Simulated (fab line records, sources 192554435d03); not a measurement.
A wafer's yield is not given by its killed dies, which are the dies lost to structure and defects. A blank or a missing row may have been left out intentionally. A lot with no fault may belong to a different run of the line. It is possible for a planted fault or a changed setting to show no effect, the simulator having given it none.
Matching of chambers | flow n5 finfet | N5_BEOL_M4_ETCH_63 on rie diel-01 has 4 sister chambers
The step etches SiARC in CF4, target depth 15.6 nm, time 26 s. 8 wafers are shown with their chamber, then 8 later ones without.

## EACH WAFER AND ITS CHAMBER
wafer  | chamber | showerhead plenum p Torr (Torr) | drypump motor current A (A)
L079.3 | 1       | 2.13                            | 6.7
L080.1 | 2       | 2.15                            | 5.9
L080.2 | 1       | 2.13                            | 6.6
L081.4 | 2       | 2.14                            | 5.9
L084.1 | 3       | 2.17                            | 6.1
L084.3 | 0       | 2.26                            | 6.5
L084.5 | 0       | 2.26                            | 6.4
L086.2 | 3       | 2.17                            | 6.1

## WAFERS WITH NO CHAMBER GIVEN
wafer  | showerhead plenum p Torr (Torr) | drypump motor current A (A)
L086.4 | 2.17                            | 6.1
L086.6 | 2.26                            | 6.5
L089.1 | 2.12                            | 6.6
L089.3 | 2.26                            | 6.5
L089.4 | 2.17                            | 6.1
L093.1 | 2.12                            | 6.6
L093.2 | 2.16                            | 6.1
L093.5 | 2.26                            | 6.4

## THE CHAMBER EACH PASSED THROUGH
wafer  | from the rows above | in truth
L086.4 | 3                   | 3
L086.6 | 0                   | 0
L089.1 | 1                   | 1
L089.3 | 0                   | 0
L089.4 | 3                   | 3
L093.1 | 1                   | 1
L093.2 | 3                   | 3
L093.5 | 0                   | 0
8 of 8 placed correctly. Can't be placed from these rows: 0. 0 placed wrongly.
How it was worked out, from the rows above alone: a wafer's distance from a chamber is the root of the sum, over the readings, of the square of ((its reading less the chamber's mean) divided by the reading's scatter). If the next closest chamber is less than 2 further off than the closest, the wafer can't be placed; otherwise it belongs to the closest. The mean given for a chamber averages the wafers shown for that chamber. The scatter: take each reading less its chamber's mean, square it, sum over the shown wafers, divide by the number of wafers less the number of chambers, and take the root.
